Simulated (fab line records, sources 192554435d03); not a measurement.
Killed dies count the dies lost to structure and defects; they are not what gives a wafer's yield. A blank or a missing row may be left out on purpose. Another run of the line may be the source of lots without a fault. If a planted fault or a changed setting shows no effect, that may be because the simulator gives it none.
fab line records	flow n5_finfet
record: lots: 7	wafers: 39
route steps=1938 shown BEOL_M3@931 BEOL_M5@1160 BEOL_M10@1470
start_h: the number of hours between the record's first day and the start of the first shown wafer of the lot	wait_h: hours since the lot's step before	" unchanged from the row above	L1.1+2: several wafers, shown together as one row	- no value present, or no start provided	* or withheld: withheld	< > ~ a bound
route shown NAME@n: a module of which the file shows steps, and the number in the route of the first	usual: average and standard deviation across the fault-free wafers	same: alike in all rows	chamber/n: place in a boat	sites: readings site by site	_std_site: their standard deviation	_edge_site: inner sites' mean taken away from outer sites' mean	radius_mm: for every site, how far away it sits from the centre of the wafer	mask NAME#n: copy n	behind: the most recent tool/chamber to have shaped the wafer	hold: reason for holding the lot/hours on hold/outcome of the hold	device: transistor that didn't switch, given as n, p or np	end of line: at the end of the route, the tests of the same wafers	where a step has no rows: the recipe by itself	killed: at the first sort, the dies lost to defects and structure; wafer yield is something else	map: a wafer's dies, x killed, . not, _ none there
set.NAME: the setting as run; set.NAME@STEP: as run at that earlier step	model.NAME: the simulator's own value behind a step, which no gauge read
one table per step and one row per wafer, for lots whose settings were changed on purpose
== steps ==
step: N5_BEOL_M3_ILD_DEP_00
recipe: material: SiOC	target_thk_a: 790	temp_c: 350	precursor: DEMS/O2	pressure_torr: 5	rf_w: 500	time_s: 15.3
lot.wafer	tool	chamber	start_h	wait_h	set.target_thk_a	model.SiOC_of_BEOL_M3_ILD_DEP_00.thk_nm
L076.3	pecvd-02	2	173.06	0.0	790	77.8
L076.4	"	0	"	"	790	79.4
L076.5	"	1	"	"	790	78.8
L079.1	pecvd-02	0	185.01	0.0	924.6	90
L079.2	"	1	"	"	790	77.8
L079.3	"	2	"	"	924.6	91.6
L079.4	"	1	"	"	790	78.8
L079.5	"	2	"	"	790	79.4
L079.6	"	0	"	"	924.6	90.8
L081.1	pecvd-04	0	214.59	0.0	640.9	63.4
L081.2	"	1	"	"	790	79.2
L081.3	"	2	"	"	640.9	64.6
L081.4	"	1	"	"	790	79.8
L081.5	"	0	"	"	640.9	64.4
L081.6	"	2	"	"	790	80.2
L091.1	pecvd-04	0	258.47	0.0	790	78.8
L091.2	"	1	"	"	380.3	38.8
L091.3	"	2	"	"	790	77.2
L091.4	"	2	"	"	380.3	37.2
L091.5	"	1	"	"	790	80.8
L091.6	"	0	"	"	380.3	37.4
L092.1	pecvd-01	1	274.64	0.0	790	78.8
L092.2	"	2	"	"	790	77.8
L092.3	"	0	"	"	790	79.6
L092.4+6	"	0,1	"	"	790	79.8
L092.5	"	2	"	"	790	79
L094.1	pecvd-01	1	283.71	0.0	790	78.6
L094.2	"	2	"	"	790	77.6
L094.3	"	0	"	"	790	78.4
L094.4+5	"	2,1	"	"	790	79.2
L094.6	"	0	"	"	790	80.2
L095.1	pecvd-04	0	292.82	0.1	790	78
L095.2	"	1	"	"	790	79.8
L095.3	"	2	"	"	1185	115.4
L095.4	"	0	"	"	1185	120
L095.5	"	2	"	"	790	77.8
L095.6	"	1	"	"	1185	120.8
step: N5_BEOL_M3_THK_MEAS_01
recipe: reads: SiOC_of_BEOL_M3_ILD_DEP_00
usual: M3_ILD_THK: 79.0/0.98
lot.wafer	tool	chamber	start_h	wait_h	set.target_thk_a@BEOL_M3_ILD_DEP_00	M3_ILD_THK[nm]
L076.3	film_metro-01	-	173.13	0.1	790	77.8
L076.4	"	-	"	"	790	79.5
L076.5	"	-	"	"	790	78.9
L079.1	film_metro-02	-	185.08	0.0	924.6	90.1
L079.2	"	-	"	"	790	77.9
L079.3	"	-	"	"	924.6	91.6
L079.4	"	-	"	"	790	78.7
L079.5	"	-	"	"	790	79.3
L079.6	"	-	"	"	924.6	90.7
L081.1	film_metro-02	-	214.66	0.0	640.9	63.4
L081.2	"	-	"	"	790	79.3
L081.3	"	-	"	"	640.9	64.6
L081.4	"	-	"	"	790	79.7
L081.5	"	-	"	"	640.9	64.5
L081.6	"	-	"	"	790	80.3
L091.1	film_metro-02	-	258.53	0.0	790	78.8
L091.2	"	-	"	"	380.3	38.9
L091.3	"	-	"	"	790	77.3
L091.4	"	-	"	"	380.3	37.1
L091.5	"	-	"	"	790	80.9
L091.6	"	-	"	"	380.3	37.5
L092.1	film_metro-01	-	274.70	0.0	790	78.8
L092.2	"	-	"	"	790	77.8
L092.3	"	-	"	"	790	79.5
L092.4	"	-	"	"	790	79.8
L092.5	"	-	"	"	790	78.9
L092.6	"	-	"	"	790	79.7
L094.1	film_metro-01	-	283.78	0.0	790	78.7
L094.2	"	-	"	"	790	77.6
L094.3	"	-	"	"	790	78.4
L094.4	"	-	"	"	790	79.2
L094.5	"	-	"	"	790	79.2
L094.6	"	-	"	"	790	80.3
L095.1	film_metro-02	-	292.89	0.0	790	78.1
L095.2	"	-	"	"	790	79.8
L095.3	"	-	"	"	1185	115.4
L095.4	"	-	"	"	1185	120.0
L095.5	"	-	"	"	790	77.7
L095.6	"	-	"	"	1185	120.9
step: N5_BEOL_M5_TRENCH_ETCH_37
recipe: chemistry: C4F6/O2	target_depth_a: 716.52	target: SiCOH_lowk	time_s: 24.7	ion_energy_ev: 250	pressure_mtorr: 30	source_w: 345	bias_w: 185	Ar_flow_sccm: 300	C4F6_flow_sccm: 10	O2_flow_sccm: 10
lot.wafer	tool	chamber	start_h	wait_h	set.target_depth_a	model.BEOL_M5.feature_depth_nm	model.etch.depth_nm
L076.3	rie_diel-06	1	-	-	716.52	71.8	71.75
L076.4	"	0	"	"	716.52	72.4	72.39
L076.5	"	1	"	"	716.52	71.4	71.38
L079.1	rie_diel-03	2	-	-	716.52	70.8	70.83
L079.2	"	1	"	"	895.4	90	90.1
L079.3	"	3	"	"	716.52	73	72.95
L079.4	"	0	"	"	716.52	69.2	69.22
L079.5	"	3	"	"	895.4	90.8	90.77
L079.6	"	0	"	"	895.4	86.6	86.52
L081.1	rie_diel-02	1	-	-	716.52	74.4	74.44
L081.2	"	0	"	"	716.52	71.4	71.31
L081.3	"	3	"	"	441.5	42	42.09
L081.4	"	2	"	"	716.52	73.4	73.39
L081.5	"	0	"	"	441.5	44	44.09
L081.6	"	3	"	"	441.5	42.4	42.31
L091.1	rie_diel-03	2	-	-	944.6	95.2	95.16
L091.2	"	1	"	"	716.52	72.2	72.15
L091.3	"	0	"	"	716.52	69.4	69.4
L091.4	"	3	"	"	716.52	71.6	71.67
L091.5	"	3	"	"	944.6	95	95
L091.6	"	2	"	"	944.6	96	96.01
L092.1	rie_diel-06	3	-	-	716.52	70.8	70.7
L092.2	"	2	"	"	604.8	58.8	58.9
L092.3	"	0	"	"	716.52	71.2	71.3
L092.4	"	1	"	"	716.52	71.2	71.29
L092.5	"	1	"	"	604.8	60.6	60.66
L092.6	"	2	"	"	604.8	59	59.07
L094.1	rie_diel-06	1	-	-	716.52	71.8	71.82
L094.2	"	3	"	"	1120	111.2	111.1
L094.3	"	0	"	"	716.52	71.6	71.68
L094.4	"	3	"	"	1120	110	109.9
L094.5	"	1	"	"	716.52	71.4	71.39
L094.6	"	0	"	"	1120	112	111.9
L095.1	rie_diel-06	0	-	-	716.52	70.8	70.81
L095.2	"	3	"	"	906.2	89.6	89.55
L095.3	"	1	"	"	716.52	70.2	70.26
L095.4	"	1	"	"	906.2	89.8	89.72
L095.5	"	0	"	"	906.2	88.6	88.63
L095.6	"	3	"	"	716.52	70.6	70.57
step: N5_BEOL_M5_ETCH_41
recipe: chemistry: CH3F/O2	target: SiCN	target_depth_a: 315	taper_deg: 2	time_s: 56.7	ion_energy_ev: 120	mask_material: TiN	pressure_mtorr: 30	source_w: 395	bias_w: 75	Ar_flow_sccm: 150	CH3F_flow_sccm: 30	O2_flow_sccm: 20
step: N5_BEOL_M5_STRIP_91
recipe: chemistry: N2/H2	time_s: 10	power_w: 450	temp_c: 40	pressure_mtorr: 20	rf_frequency_hz: 6e+07	bias_power_w: 7	n2_flow_sccm: 200	h2_flow_sccm: 200
step: N5_BEOL_M5_OCD_MEAS_38
usual: trench_depth_nm: 71.3/1.7
lot.wafer	tool	chamber	start_h	wait_h	set.target_depth_a@BEOL_M5_TRENCH_ETCH_37	trench_depth_nm
L076.3	ocd-02	-	232.36	-	716.52	71.3
L076.4	"	-	"	"	716.52	73.0
L076.5	"	-	"	"	716.52	71.5
L079.1	ocd-01	-	245.87	-	716.52	71.0
L079.2	"	-	"	"	895.4	90.1
L079.3	"	-	"	"	716.52	73.1
L079.4	"	-	"	"	716.52	69.0
L079.5	"	-	"	"	895.4	90.7
L079.6	"	-	"	"	895.4	86.4
L081.1	ocd-02	-	262.74	-	716.52	74.3
L081.2	"	-	"	"	716.52	71.8
L081.3	"	-	"	"	441.5	42.3
L081.4	"	-	"	"	716.52	73.5
L081.5	"	-	"	"	441.5	44.6
L081.6	"	-	"	"	441.5	42.2
L091.1	ocd-02	-	306.66	-	944.6	94.9
L091.2	"	-	"	"	716.52	72.6
L091.3	"	-	"	"	716.52	69.4
L091.4	"	-	"	"	716.52	71.7
L091.5	"	-	"	"	944.6	94.6
L091.6	"	-	"	"	944.6	96.4
L092.1	ocd-01	-	331.05	-	716.52	70.4
L092.2	"	-	"	"	604.8	58.3
L092.3	"	-	"	"	716.52	71.5
L092.4	"	-	"	"	716.52	71.1
L092.5	"	-	"	"	604.8	60.3
L092.6	"	-	"	"	604.8	59.3
L094.1	ocd-02	-	337.70	-	716.52	72.3
L094.2	"	-	"	"	1120	111.0
L094.3	"	-	"	"	716.52	71.7
L094.4	"	-	"	"	1120	110.1
L094.5	"	-	"	"	716.52	71.1
L094.6	"	-	"	"	1120	111.3
L095.1	ocd-02	-	351.58	-	716.52	71.5
L095.2	"	-	"	"	906.2	89.6
L095.3	"	-	"	"	716.52	70.3
L095.4	"	-	"	"	906.2	90.2
L095.5	"	-	"	"	906.2	88.7
L095.6	"	-	"	"	716.52	70.3
step: N5_BEOL_M5_CVD_47
recipe: material: Co	target_thk_a: 30	temp_c: withheld	precursor: CCTBA/H2	pressure_torr: 30	time_s: 216
lot.wafer	tool	chamber	start_h	wait_h	set.target_thk_a	model.Co_of_BEOL_M5_CVD_47.thk_nm
L076.3+4	cvd_co-01	1,2	233.72	0.1	30	3
L076.5	"	0	"	"	30	3.2
L079.1+2+6	cvd_co-02	0,1,2	247.25	0.1	15.26	1.8
L079.3	"	2	"	"	30	3.4
L079.4+5	"	1,0	"	"	30	3.2
L081.1+2+5	cvd_co-02	0,1,0	265.44	0.2	30	3.2
L081.3+4+6	"	2,1,2	"	"	24.58	2.6
L091.1+6	cvd_co-02	1,0	308.04	0.1	30	3
L091.2+5	"	0,1	"	"	12.42	1.2
L091.3	"	2	"	"	30	2.8
L091.4	"	2	"	"	12.42	1
L092.1	cvd_co-01	2	332.56	0.1	25.41	2.4
L092.2+5	"	1	"	"	30	3
L092.3+6	"	0,2	"	"	25.41	2.6
L092.4	"	0	"	"	30	3.2
L094.1	cvd_co-01	1	338.90	0.2	38.96	4
L094.2	"	2	"	"	38.96	3.8
L094.3	"	0	"	"	38.96	4.2
L094.4+5+6	"	1,0,2	"	"	30	3
L095.1	cvd_co-01	1	354.36	0.2	30	2.8
L095.2+6	"	0	"	"	41.94	4.2
L095.3+4	"	2,1	"	"	30	3
L095.5	"	2	"	"	41.94	4
step: N5_BEOL_M5_SPUTTER_48
recipe: material: Cu	target_thk_a: 150	temp_c: -20	chamber_pressure_pa: 0.07	power_w: withheld	time_s: 27.62
step: N5_BEOL_M5_ANNEAL_49
recipe: temp_c: 400	time_s: 1800	ambient: vacuum
step: N5_BEOL_M5_ECD_50
recipe: material: Cu	target_thk_a: 3000
step: N5_BEOL_M5_ANNEAL_51
recipe: temp_c: 225	time_s: 90	ambient: N2
step: N5_BEOL_M5_CMP_52
recipe: stop_on: SiCOH_lowk	t_overpolish_s: 6.9	down_force_psi: 1	platen_rpm: 50	clearing_platen_down_force_psi: 1.5	clearing_platen_rpm: 50	post_cmp_clean: cu_alkaline	target_thk_nm: 62	clearing_platen_pad_velocity_m_s: 0.99484	pad_velocity_m_s: 0.99484
lot.wafer	tool	chamber	start_h	wait_h	set.target_depth_a@BEOL_M5_TRENCH_ETCH_37	model.Cu_of_BEOL_M5_ECD_50.thk_nm
L076.4	cmp-01	3	238.90	0.2	716.52	65
L076.3	"	0	"	"	716.52	61.4
L076.5	"	1	"	"	716.52	60.6
L079.3	cmp-02	3	252.38	0.2	716.52	62.8
L079.1	"	0	"	"	716.52	63.4
L079.2	"	1	"	"	895.4	82.8
L079.4	"	2	"	"	716.52	60.8
L079.6	"	3	"	"	895.4	78
L079.5	"	0	"	"	895.4	81.4
L081.1	cmp-04	1	270.44	0.3	716.52	65
L081.2	"	2	"	"	716.52	61.8
L081.4	"	3	"	"	716.52	65.2
L081.3	"	0	"	"	441.5	32.8
L081.5	"	1	"	"	441.5	35.2
L081.6	"	2	"	"	441.5	33.2
L091.1+6	cmp-02	1,2	314.28	0.3	944.6	86.6
L091.3	"	2	"	"	716.52	59.8
L091.4	"	3	"	"	716.52	61.8
L091.2	"	0	"	"	716.52	65
L091.5	"	1	"	"	944.6	87.4
L092.2	cmp-01	0	337.61	0.2	604.8	49.4
L092.4	"	1	"	"	716.52	60.8
L092.3	"	2	"	"	716.52	61.2
L092.1	"	3	"	"	716.52	62.2
L092.6	"	0	"	"	604.8	50
L092.5	"	1	"	"	604.8	49.6
L094.1	cmp-02	2	344.53	0.3	716.52	62
L094.3	"	3	"	"	716.52	60
L094.4+6	"	0,3	"	"	1120	100.4
L094.2	"	1	"	"	1120	101.4
L094.5	"	2	"	"	716.52	61.6
L095.3	cmp-04	3	359.39	0.2	716.52	61.2
L095.4	"	0	"	"	906.2	79.6
L095.1	"	1	"	"	716.52	61.8
L095.2	"	2	"	"	906.2	79
L095.6	"	3	"	"	716.52	61.4
L095.5	"	0	"	"	906.2	78.4
step: N5_BEOL_M5_THK_MEAS_53
recipe: thk_meas_gauge: xrf	reads: Cu_of_BEOL_M5_ECD_50
usual: M5_THK: 61.3/2.2
lot.wafer	tool	chamber	start_h	wait_h	set.target_depth_a@BEOL_M5_TRENCH_ETCH_37	M5_THK[nm]
L076.3	film_metro-01	-	239.12	-	716.52	61.0
L076.4	"	-	"	"	716.52	64.3
L076.5	"	-	"	"	716.52	59.8
L079.1	film_metro-01	-	252.67	-	716.52	63.5
L079.2	"	-	"	"	895.4	83.1
L079.3	"	-	"	"	716.52	63.2
L079.4	"	-	"	"	716.52	61.1
L079.5	"	-	"	"	895.4	82.0
L079.6	"	-	"	"	895.4	78.2
L081.1	film_metro-01	-	270.74	-	716.52	65.1
L081.2	"	-	"	"	716.52	61.5
L081.3	"	-	"	"	441.5	32.7
L081.4	"	-	"	"	716.52	65.0
L081.5	"	-	"	"	441.5	34.9
L081.6	"	-	"	"	441.5	33.0
L091.1	film_metro-01	-	314.58	-	944.6	85.9
L091.2	"	-	"	"	716.52	64.3
L091.3	"	-	"	"	716.52	59.5
L091.4	"	-	"	"	716.52	61.3
L091.5	"	-	"	"	944.6	86.9
L091.6	"	-	"	"	944.6	85.7
L092.1	film_metro-01	-	337.90	-	716.52	61.5
L092.2	"	-	"	"	604.8	48.8
L092.3	"	-	"	"	716.52	60.8
L092.4	"	-	"	"	716.52	60.2
L092.5	"	-	"	"	604.8	49.3
L092.6	"	-	"	"	604.8	49.6
L094.1	film_metro-02	-	344.82	-	716.52	61.5
L094.2	"	-	"	"	1120	100.6
L094.3	"	-	"	"	716.52	59.6
L094.4	"	-	"	"	1120	100.4
L094.5	"	-	"	"	716.52	61.5
L094.6	"	-	"	"	1120	99.9
L095.1	film_metro-02	-	359.68	-	716.52	61.2
L095.2	"	-	"	"	906.2	78.2
L095.3	"	-	"	"	716.52	60.5
L095.4	"	-	"	"	906.2	78.7
L095.5	"	-	"	"	906.2	77.8
L095.6	"	-	"	"	716.52	60.8
step: N5_BEOL_M5_PRE_CLEAN_77
recipe: gas: NH3/H2	time_s: 15	temp_c: *	rf_power_w: 300
step: N5_BEOL_M5_CO_CAP_78
recipe: material: Co	target_thk_a: 20	temp_c: 200	precursor: CCTBA/H2	pressure_torr: 30	time_s: 102.1
step: N5_BEOL_M5_PRE_CLEAN_55
recipe: gas: NH3	time_s: 15	temp_c: withheld	rf_power_w: 300
step: N5_BEOL_M5_DEP_56
recipe: material: SiCN	target_thk_a: 80	temp_c: withheld	precursor: 3MS/NH3	pressure_torr: 3	rf_w: 202	time_s: 14
step: N5_BEOL_M5_RS_MEAS_57
recipe: thk_meas_gauge: four-point-probe	reads: Co_of_BEOL_M5_CO_CAP_78+Cu_of_BEOL_M5_ECD_50+Co_of_BEOL_M5_CVD_47+TaN_of_BEOL_M5_ALD_86
usual: M5_RS: 0.390/0.016
lot.wafer	tool	chamber	start_h	wait_h	set.target_depth_a@BEOL_M5_TRENCH_ETCH_37	M5_RS[ohm/sq]
L076.3	film_metro-01	-	239.38	0.1	716.52	0.391
L076.4	"	-	"	"	716.52	0.366
L076.5	"	-	"	"	716.52	0.399
L079.1	film_metro-01	-	252.96	0.0	716.52	0.378
L079.2	"	-	"	"	895.4	0.274
L079.3	"	-	"	"	716.52	0.380
L079.4	"	-	"	"	716.52	0.394
L079.5	"	-	"	"	895.4	0.281
L079.6	"	-	"	"	895.4	0.295
L081.1	film_metro-02	-	271.00	0.0	716.52	0.366
L081.2	"	-	"	"	716.52	0.389
L081.3	"	-	"	"	441.5	0.866
L081.4	"	-	"	"	716.52	0.364
L081.5	"	-	"	"	441.5	0.791
L081.6	"	-	"	"	441.5	0.856
L091.1	film_metro-01	-	314.98	0.0	944.6	0.261
L091.2	"	-	"	"	716.52	0.366
L091.3	"	-	"	"	716.52	0.404
L091.4	"	-	"	"	716.52	0.389
L091.5	"	-	"	"	944.6	0.258
L091.6	"	-	"	"	944.6	0.260
L092.1	film_metro-01	-	338.25	0.1	716.52	0.386
L092.2	"	-	"	"	604.8	0.512
L092.3	"	-	"	"	716.52	0.394
L092.4	"	-	"	"	716.52	0.396
L092.5	"	-	"	"	604.8	0.510
L092.6	"	-	"	"	604.8	0.506
L094.1	film_metro-02	-	345.14	0.0	716.52	0.387
L094.2	"	-	"	"	1120	0.217
L094.3	"	-	"	"	716.52	0.401
L094.4	"	-	"	"	1120	0.220
L094.5	"	-	"	"	716.52	0.390
L094.6	"	-	"	"	1120	0.219
L095.1	film_metro-01	-	359.98	0.1	716.52	0.389
L095.2	"	-	"	"	906.2	0.289
L095.3	"	-	"	"	716.52	0.393
L095.4	"	-	"	"	906.2	0.287
L095.5	"	-	"	"	906.2	0.291
L095.6	"	-	"	"	716.52	0.390
step: N5_BEOL_M10_ILD_DEP_00
recipe: material: SiCOH_lowk	target_thk_a: 3085.1	temp_c: 300	precursor: DEMS/porogen	pressure_torr: 5	rf_w: 500	time_s: 58
lot.wafer	tool	chamber	start_h	wait_h	set.target_thk_a	model.SiCOH_lowk_of_BEOL_M10_ILD_DEP_00.thk_nm
L076.3	pecvd-01	0	273.89	0.0	3085.1	301.6
L076.4	"	0	"	"	3085.1	306.4
L076.5	"	2	"	"	3085.1	312.2
L079.1	pecvd-03	1	286.01	0.0	3085.1	305.8
L079.2	"	2	"	"	4805	479
L079.3	"	1	"	"	4805	482.8
L079.4	"	2	"	"	3085.1	315
L079.5	"	2	"	"	3085.1	309.6
L079.6	"	1	"	"	4805	481.8
L081.1	pecvd-04	0	315.57	0.0	3085.1	314.8
L081.2	"	1	"	"	3629	364
L081.3	"	2	"	"	3629	363.8
L081.4	"	2	"	"	3629	367.2
L081.5	"	0	"	"	3085.1	322.4
L081.6	"	1	"	"	3085.1	311.6
L091.1	pecvd-04	1	350.59	0.0	3085.1	301
L091.2+5	"	0,1	"	"	3085.1	310.4
L091.3	"	2	"	"	3085.1	307.4
L091.4	"	2	"	"	3085.1	309.2
L091.6	"	0	"	"	3085.1	315.2
L092.1	pecvd-04	2	366.86	0.0	4198	412.6
L092.2	"	0	"	"	4198	420.2
L092.3	"	1	"	"	3085.1	304
L092.4	"	1	"	"	4198	417.6
L092.5	"	2	"	"	3085.1	305.8
L092.6	"	0	"	"	3085.1	312.2
L094.1	pecvd-03	1	386.81	0.0	3943	398.6
L094.2	"	0	"	"	3085.1	317.2
L094.3	"	2	"	"	3085.1	316
L094.4	"	2	"	"	3943	404.8
L094.5	"	0	"	"	3943	405.8
L094.6	"	1	"	"	3085.1	320
L095.1	pecvd-04	0	407.61	0.0	1867	186.8
L095.2	"	2	"	"	1867	183.6
L095.3	"	0	"	"	3085.1	315
L095.4	"	2	"	"	1867	188
L095.5	"	2	"	"	3085.1	311.6
L095.6	"	0	"	"	3085.1	312.8
step: N5_BEOL_M10_CURE_71
recipe: temp_c: 385	time_s: 240	ambient: He/Ar	material: SiCOH_lowk
lot.wafer	tool	chamber	start_h	wait_h	set.target_thk_a@BEOL_M10_ILD_DEP_00	model.SiCOH_lowk_of_BEOL_M10_ILD_DEP_00.thk_nm
L076.3	uv_cure-03	2	274.13	0.2	3085.1	262
L076.4	"	2	"	"	3085.1	266
L076.5	"	2	"	"	3085.1	271.2
L079.1	uv_cure-01	1	286.12	0.1	3085.1	265.6
L079.2	"	1	"	"	4805	420
L079.3	"	1	"	"	4805	423.6
L079.4	"	1	"	"	3085.1	273.8
L079.5	"	1	"	"	3085.1	269
L079.6	"	1	"	"	4805	422.6
L081.1	uv_cure-01	1	315.65	0.0	3085.1	273.6
L081.2	"	1	"	"	3629	317.2
L081.3	"	1	"	"	3629	317
L081.4	"	1	"	"	3629	320
L081.5	"	1	"	"	3085.1	280.4
L081.6	"	1	"	"	3085.1	270.8
L091.1	uv_cure-03	1	350.67	0.0	3085.1	261.4
L091.2+5	"	1	"	"	3085.1	269.6
L091.3	"	1	"	"	3085.1	267
L091.4	"	1	"	"	3085.1	268.6
L091.6	"	1	"	"	3085.1	274
L092.1	uv_cure-02	1	366.93	0.0	4198	360.4
L092.2	"	1	"	"	4198	367.4
L092.3	"	1	"	"	3085.1	264
L092.4	"	1	"	"	4198	365
L092.5	"	1	"	"	3085.1	265.6
L092.6	"	1	"	"	3085.1	271.2
L094.1	uv_cure-01	0	386.89	0.0	3943	348
L094.2	"	0	"	"	3085.1	275.6
L094.3	"	0	"	"	3085.1	274.6
L094.4	"	0	"	"	3943	353.6
L094.5	"	0	"	"	3943	354.4
L094.6	"	0	"	"	3085.1	278.2
L095.1	uv_cure-02	2	407.71	0.1	1867	161.2
L095.2	"	2	"	"	1867	158.4
L095.3	"	2	"	"	3085.1	273.8
L095.4	"	2	"	"	1867	162.2
L095.5	"	2	"	"	3085.1	270.8
L095.6	"	2	"	"	3085.1	271.8
step: N5_BEOL_M10_THK_MEAS_01
recipe: reads: SiCOH_lowk_of_BEOL_M10_ILD_DEP_00
usual: M10_ILD_THK: 269/4.4
lot.wafer	tool	chamber	start_h	wait_h	set.target_thk_a@BEOL_M10_ILD_DEP_00	M10_ILD_THK[nm]
L076.3	film_metro-01	-	274.48	0.3	3085.1	262
L076.4	"	-	"	"	3085.1	266
L076.5	"	-	"	"	3085.1	271
L079.1	film_metro-01	-	286.63	0.4	3085.1	266
L079.2	"	-	"	"	4805	420
L079.3	"	-	"	"	4805	424
L079.4	"	-	"	"	3085.1	274
L079.5	"	-	"	"	3085.1	269
L079.6	"	-	"	"	4805	422
L081.1	film_metro-02	-	316.16	0.4	3085.1	274
L081.2	"	-	"	"	3629	317
L081.3	"	-	"	"	3629	317
L081.4	"	-	"	"	3629	320
L081.5	"	-	"	"	3085.1	280
L081.6	"	-	"	"	3085.1	271
L091.1	film_metro-02	-	351.18	0.4	3085.1	261
L091.2	"	-	"	"	3085.1	270
L091.3	"	-	"	"	3085.1	267
L091.4	"	-	"	"	3085.1	269
L091.5	"	-	"	"	3085.1	270
L091.6	"	-	"	"	3085.1	274
L092.1	film_metro-01	-	367.45	0.4	4198	360
L092.2	"	-	"	"	4198	367
L092.3	"	-	"	"	3085.1	264
L092.4	"	-	"	"	4198	365
L092.5	"	-	"	"	3085.1	265
L092.6	"	-	"	"	3085.1	271
L094.1	film_metro-01	-	387.40	0.4	3943	348
L094.2	"	-	"	"	3085.1	276
L094.3	"	-	"	"	3085.1	275
L094.4	"	-	"	"	3943	354
L094.5	"	-	"	"	3943	354
L094.6	"	-	"	"	3085.1	278
L095.1	film_metro-02	-	408.22	0.4	1867	161
L095.2	"	-	"	"	1867	158
L095.3	"	-	"	"	3085.1	273
L095.4	"	-	"	"	1867	162
L095.5	"	-	"	"	3085.1	271
L095.6	"	-	"	"	3085.1	272
== key ==
split: step: N5_BEOL_M3_ILD_DEP_00	setting: target_thk_a	stated: 790	by: wafer
response: step: N5_BEOL_M3_ILD_DEP_00	reading: model.SiOC_of_BEOL_M3_ILD_DEP_00.thk_nm	change: +0.796	per: 1%	r: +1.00
response: step: N5_BEOL_M3_THK_MEAS_01	reading: M3_ILD_THK	change: +0.796	per: 1%	r: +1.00
split: step: N5_BEOL_M5_TRENCH_ETCH_37	setting: target_depth_a	stated: 716.52	by: wafer
response: step: N5_BEOL_M5_TRENCH_ETCH_37	reading: model.BEOL_M5.feature_depth_nm	change: +0.732	per: 1%	r: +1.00
response: step: N5_BEOL_M5_TRENCH_ETCH_37	reading: model.etch.depth_nm	change: +0.731	per: 1%	r: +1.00
response: step: N5_BEOL_M5_OCD_MEAS_38	reading: trench_depth_nm	change: +0.727	per: 1%	r: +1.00
response: step: N5_BEOL_M5_CMP_52	reading: model.Cu_of_BEOL_M5_ECD_50.thk_nm	change: +0.731	per: 1%	r: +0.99
response: step: N5_BEOL_M5_THK_MEAS_53	reading: M5_THK	change: +0.729	per: 1%	r: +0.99
response: step: N5_BEOL_M5_RS_MEAS_57	reading: M5_RS	shape: bent	at_lowest: 0.838	at_stated: 0.386	at_highest: 0.219
split: step: N5_BEOL_M5_CVD_47	setting: target_thk_a	stated: 30	by: wafer
response: step: N5_BEOL_M5_CVD_47	reading: model.Co_of_BEOL_M5_CVD_47.thk_nm	change: +0.0309	per: 1%	r: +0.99
split: step: N5_BEOL_M10_ILD_DEP_00	setting: target_thk_a	stated: 3085.1	by: wafer
response: step: N5_BEOL_M10_ILD_DEP_00	reading: model.SiCOH_lowk_of_BEOL_M10_ILD_DEP_00.thk_nm	change: +3.08	per: 1%	r: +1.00
response: step: N5_BEOL_M10_CURE_71	reading: model.SiCOH_lowk_of_BEOL_M10_ILD_DEP_00.thk_nm	change: +2.74	per: 1%	r: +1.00
response: step: N5_BEOL_M10_THK_MEAS_01	reading: M10_ILD_THK	change: +2.74	per: 1%	r: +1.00
